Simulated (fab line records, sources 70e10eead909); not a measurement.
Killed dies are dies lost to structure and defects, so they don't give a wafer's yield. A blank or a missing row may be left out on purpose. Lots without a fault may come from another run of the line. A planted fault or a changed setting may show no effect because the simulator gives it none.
fab line records | flow nand_harc
record lots=7 wafers=21 last_day=33
route steps=1302 shown THIN_TSV@1283
lots that met no fault: from a run of the same line without faults
start_h: hours from the record's first day to the start of the lot's first wafer shown | wait_h: hours since the lot's step before | " the same as in the row above | L1.1+2: a row that stands for several wafers | - no value, or no start given | * or withheld: withheld | < > ~ a bound
route shown NAME@n: a module of which the file shows steps, and the number in the route of the first | usual: mean/standard deviation of fault-free wafers | same: alike in all rows | chamber/n: place in a boat | sites: the reading at each site | _std_site: their standard deviation | _edge_site: outer sites' mean less inner sites' | radius_mm: how far each site lies from the wafer's centre | mask NAME#n: copy n | behind: the tool/chamber that last shaped the wafer | hold: why the lot was held/for how many hours/how that ended | device: the transistor (n, p or np) that didn't switch | end of line: the same wafers' tests at the end of the route | a step without rows: its recipe alone | killed: dies lost to structure and defects at the first sort, not the wafer's yield | map: a wafer's dies, x killed, . not, _ none there
set.NAME: the setting as run; set.NAME@STEP: as run at that earlier step | model.NAME: the simulator's own value behind a step, which no gauge read
lots at some steps of the route; a table a step, a row a wafer
services: from which hour (start_h, from the record's first day; less than 0 if before it) a tool's chamber was out of use, for how many hours, and why
## steps
# step NHARC_THIN_TSV_DEHYDRATE_25
# recipe temp_c=150 time_s=120
# step NHARC_THIN_TSV_HMDS_26
# recipe time_s=30
# step NHARC_THIN_TSV_COAT_27
# recipe spin_rpm=*
# step NHARC_THIN_TSV_SOFTBAKE_28
# recipe temp_c=122 time_s=95
# step NHARC_THIN_TSV_EBR_29
# step NHARC_THIN_TSV_EXPOSE_30
# recipe na=0.55 dose_mj=11.47 mask_id=PAD
# step NHARC_THIN_TSV_PEB_31
# recipe peb_temp_c=118 peb_time_s=85
# step NHARC_THIN_TSV_DEVELOP_32
# recipe time_s=70
# step NHARC_THIN_TSV_CD_MEAS_33
# recipe target_cd_nm=5000 landing_energy_ev=500
# usual cd_nm=5000.2/2.3
# same landing_energy_ev=500
# columns lot.wafer tool chamber start_h wait_h cd_nm
L300.1 cd_sem-03 0 677.74 - 5001.5
L300.4 " 0 " " 4999.9
L300.5 " 0 " " 5000.9
L302.2 cd_sem-03 0 684.15 - 4998.2
L302.5 " 0 " " 4999.3
L302.6 " 0 " " 4997.6
L305.1 cd_sem-01 0 722.67 - 5000.3
L305.3 " 0 " " 4998.8
L305.5 " 0 " " 4999.1
L308.1 cd_sem-02 0 739.92 - 5000.2
L308.2 " 0 " " 5001.9
L308.6 " 0 " " 5001.7
L310.3 cd_sem-01 0 743.45 - 5001.1
L310.4 " 0 " " 5001.7
L310.5 " 0 " " 5001.0
L312.2 cd_sem-02 0 753.84 - 4995.1
L312.4 " 0 " " 4997.7
L312.5 " 0 " " 4995.5
L313.1 cd_sem-02 0 785.28 - 5000.0
L313.2 " 0 " " 5003.4
L313.5 " 0 " " 5001.6
# step NHARC_THIN_TSV_HARDBAKE_34
# recipe temp_c=125 time_s=80
# step NHARC_THIN_TSV_DESCUM_35
# recipe time_s=3 o2_flow_sccm=200 ar_flow_sccm=0 bias_power_w=0 chemistry=O2
# usual drypump_motor_current_A=5.8/0.45 o2_flow_sccm=200.0/0.64 oes_product_au=1.000/0.0097 rf_vpp_V=57.8/0.87 showerhead_plenum_p_Torr=1.95/0.071 throttle_valve_pct=11.311/0.0086
# columns lot.wafer tool chamber start_h wait_h drypump_motor_current_A o2_flow_sccm oes_product_au rf_hours_counter_h rf_vpp_V showerhead_plenum_p_Torr throttle_valve_pct
L300.4 rie_diel-03 2 677.91 - 5.8 200.2 0.996 0.8 58.5 1.98 11.328
L300.1 " 3 " " 6.1 200.6 0.995 0.9 57.2 1.88 11.307
L300.5 " 2 " " 5.8 199.1 1.000 - 56.6 1.98 11.304
L302.2 rie_diel-06 2 684.31 - 4.6 198.5 0.982 0.8 56.2 2.02 11.325
L302.5 " 2 " " 4.6 199.1 0.976 - 57.7 2.02 11.298
L302.6 " 1 " " 5.6 199.4 1.005 - 56.1 1.83 11.324
L305.1 rie_diel-06 2 722.85 - 4.6 199.8 0.973 3.2 57.3 2.02 11.296
L305.3 " 3 " " 6.1 199.6 1.011 3.1 57.4 1.98 11.309
L305.5 " 1 " " 5.6 200.3 0.995 - 57.2 1.83 11.315
L308.2 rie_diel-12 0 740.08 - 6.1 199.7 1.021 7.3 57.2 1.95 11.317
L308.1 " 1 " " 6.0 200.6 1.009 7.6 58.3 1.81 11.303
L308.6 " 0 " " 6.1 200.7 1.015 - 59.1 1.95 11.308
L310.4 rie_diel-03 3 743.60 - 6.1 199.3 0.990 3.9 57.1 1.88 11.316
L310.3 " 2 " " 5.8 199.8 1.001 3.4 59.3 1.98 11.308
L310.5 " 3 " " 6.1 199.8 0.998 - 58.7 1.88 11.308
L312.2 rie_diel-12 2 754.02 - 6.4 201.6 1.001 8.6 57.3 2.04 11.315
L312.4 " 3 " " 4.6 199.9 1.008 8.0 58.3 2.05 11.314
L312.5 " 1 " " 6.0 200.0 0.989 - 57.7 1.81 11.304
L313.2 rie_diel-03 1 785.44 - 5.6 200.6 1.008 5.7 59.4 2.01 11.321
L313.1 " 0 " " 5.8 199.9 0.984 5.8 57.1 1.93 11.321
L313.5 " 1 " " 5.5 200.3 1.011 - 58.7 2.01 11.306
# step NHARC_THIN_TSV_ETCH_59
# recipe target_depth_a=8800 icp_w=900 bias_w=100 Cl2_flow_sccm=60 bcl3_flow_sccm=30 time_s=138.1 chemistry=Cl2/BCl3
# usual bcl3_flow_sccm=30.00/0.09 bias_w=99.99/0.27 drypump_motor_current_A=5.8/0.35 oes_product_au=0.999/0.01 rf_fwd_power_W=895.4/2.7 throttle_valve_pct=22.265/0.0093
# columns lot.wafer tool chamber start_h wait_h bcl3_flow_sccm bias_w drypump_motor_current_A oes_product_au rf_fwd_power_W rf_hours_counter_h throttle_valve_pct
L300.1 rie_metal-02 1 678.03 0.1 30.11 100.04 6.0 1.016 889.0 0.6 22.261
L300.4 " 1 " " 30.06 100.26 6.1 1.018 893.0 - 22.275
L300.5 " 0 " " 30.09 99.91 5.4 0.991 895.3 - 22.279
L302.2 rie_metal-02 0 684.46 0.1 29.90 100.01 5.5 0.986 890.9 0.8 22.251
L302.5 " 0 " " 30.08 99.84 5.4 0.996 895.3 - 22.263
L302.6 " 1 " " 29.99 100.12 6.1 1.017 892.5 - 22.281
L305.1 rie_metal-03 1 722.99 0.1 29.98 99.83 6.0 0.992 891.4 0.5 22.280
L305.3 " 0 " " 29.92 100.25 5.4 1.006 895.3 - 22.279
L305.5 " 1 " " 30.01 99.80 6.0 0.991 894.6 - 22.264
L308.1 rie_metal-02 1 740.21 0.1 29.81 100.42 6.0 1.009 892.9 1.6 22.261
L308.2 " 0 " " 29.81 100.35 5.4 0.989 894.9 1.6 22.255
L308.6 " 1 " " 29.88 99.97 6.0 0.999 888.7 - 22.261
L310.3 rie_metal-03 0 743.80 0.2 29.81 99.89 5.4 1.007 898.2 - 22.263
L310.4 " 1 " " 30.03 100.23 6.0 1.002 900.5 - 22.251
L310.5 " 0 " " 29.86 99.58 5.4 0.998 893.9 - 22.279
L312.2 rie_metal-02 0 754.16 0.1 30.17 100.23 5.4 0.989 892.7 2.0 22.259
L312.4 " 0 " " 29.98 100.10 5.4 0.993 891.6 - 22.271
L312.5 " 1 " " 29.99 99.43 6.1 1.024 898.0 - 22.262
L313.1 rie_metal-01 1 785.56 0.1 30.12 99.90 5.7 0.992 894.9 0.1 22.259
L313.2 " 1 " " 30.01 100.23 5.7 0.997 892.7 - 22.261
L313.5 " 1 " " 29.90 100.07 5.7 1.000 890.9 - 22.248
# step NHARC_THIN_TSV_ETCH_36
# recipe target_depth_a=650 over_etch_frac=0.3 time_s=18.571 ion_energy_ev=150 chemistry=Cl2/BCl3
# usual chamber_pressure_mTorr=9.998/0.0079 drypump_motor_current_A=5.8/0.35 oes_product_au=0.998/0.0099
# columns lot.wafer tool chamber start_h wait_h chamber_pressure_mTorr drypump_motor_current_A oes_product_au rf_hours_counter_h
L300.1 rie_metal-02 1 678.30 0.2 9.998 6.1 1.015 0.8
L300.4 " 1 " " 9.995 6.0 1.019 -
L300.5 " 0 " " 10.003 5.5 0.993 -
L302.2 rie_metal-02 1 684.73 0.2 9.992 6.0 1.011 1.0
L302.5 " 0 " " 10.008 5.4 0.999 -
L302.6 " 1 " " 9.988 6.0 1.011 -
L305.1 rie_metal-03 1 723.22 0.2 - - - -
L305.3 " 1 " " - - - -
L305.5 " 0 " " - - - -
L308.2 rie_metal-02 0 740.47 0.2 - - - -
L308.1 " 1 " " - - - -
L308.6 " 0 " " - - - -
L310.4 rie_metal-03 0 744.01 0.1 - - - -
L310.3 " 1 " " - - - -
L310.5 " 1 " " - - - -
L312.2 rie_metal-02 0 754.38 0.2 9.989 5.4 0.978 2.2
L312.4 " 1 " " 10.001 6.0 1.009 -
L312.5 " 0 " " 9.999 5.4 0.990 -
L313.1 rie_metal-01 1 786.03 0.4 10.004 5.7 0.977 0.4
L313.2 " 1 " " 9.999 5.7 0.974 -
L313.5 " 1 " " 10.015 5.7 0.985 -
# step NHARC_THIN_TSV_STRIP_56
# recipe power_w=1500 temp_c=250 chemistry=O2
# usual drypump_motor_current_A=5.5/0.57 heater_power_w=320/28
# columns lot.wafer tool chamber start_h wait_h drypump_motor_current_A heater_power_w rf_hours_counter_h
L300.1 plasma_asher-01 0 678.39 0.1 6.0 363 31
L300.4 " 1 " " 6.2 301 -
L300.5 " 1 " " 6.3 307 -
L302.2 plasma_asher-02 1 684.82 0.1 5.1 331 16
L302.5 " 1 " " 5.0 329 -
L302.6 " 0 " " 5.0 290 -
L305.1 plasma_asher-02 1 723.36 0.1 5.1 337 25
L305.3 " 0 " " 4.9 293 -
L305.5 " 0 " " 4.9 287 -
L308.2 plasma_asher-01 0 740.57 0.1 6.0 359 9
L308.1 " 1 " " 6.3 290 9
L308.6 " 0 " " 6.0 354 -
L310.3 plasma_asher-02 0 744.19 0.2 4.9 296 -
L310.4 " 1 " " 5.0 332 -
L310.5 " 1 " " 5.1 332 -
L312.2 plasma_asher-01 1 754.48 0.1 6.3 293 13
L312.4 " 0 " " 6.0 355 -
L312.5 " 1 " " 6.2 289 -
L313.2 plasma_asher-01 1 786.17 0.1 6.3 294 21
L313.1 " 0 " " 6.0 350 21
L313.5 " 1 " " 6.2 290 -
## services
# columns tool chamber start_h hours kind
rie_diel-03 2 657.73 1.7 repair
rie_diel-06 - 661.20 9.0 pm
rie_diel-03 0 668.82 - clean
rie_diel-03 1 668.82 - clean
rie_diel-03 2 668.82 - clean
rie_diel-03 3 668.82 - clean
rie_diel-12 3 675.21 9.1 repair
plasma_asher-01 - 682.87 4.7 repair
rie_diel-03 0 693.32 - clean
rie_diel-03 1 693.32 - clean
rie_metal-03 - 696.00 9.0 pm
rie_metal-03 0 696.00 9.0 vent_cycle
rie_metal-03 1 696.00 9.0 vent_cycle
plasma_asher-01 - 696.13 9.0 pm
plasma_asher-01 0 696.13 9.0 vent_cycle
plasma_asher-01 1 696.13 9.0 vent_cycle
rie_metal-03 0 705.00 - clean
rie_metal-03 1 705.00 - clean
plasma_asher-01 0 705.13 - clean
plasma_asher-01 1 705.13 - clean
rie_metal-01 - 752.00 9.0 pm
plasma_asher-02 - 756.33 5.0 repair
plasma_asher-02 - 780.04 9.0 pm
rie_metal-01 0 780.09 17.7 repair
## key
first_sign step=NHARC_THIN_TSV_ETCH_36 reading=tool_record direction=missing
effect none on later readings
met_at NHARC_THIN_TSV_ETCH_36
struck_wafers L305.1,L305.3,L305.5,L308.1,L308.2,L308.6,L310.3,L310.4,L310.5
later_rows_left_out L305.1,L305.3,L305.5,L308.1,L308.2,L308.6,L310.3,L310.4,L310.5
sort_left_out L305.1,L305.3,L305.5,L308.1,L308.2,L308.6,L310.3,L310.4,L310.5
onset_between 684.73 723.22
fault kind=skipped_step_whole tool=rie_metal-02,rie_metal-03 chamber=- onset_h=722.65 steps=NHARC_THIN_TSV_ETCH_36 scope=struck_lots_only
# sort_left_out: the simulated sort isn't trusted on such a fault, so these wafers' sort isn't shown, and their yield isn't known
# later_rows_left_out: the simulator's readings of these wafers behind a module that went badly wrong aren't trusted and aren't shown, but for the sort
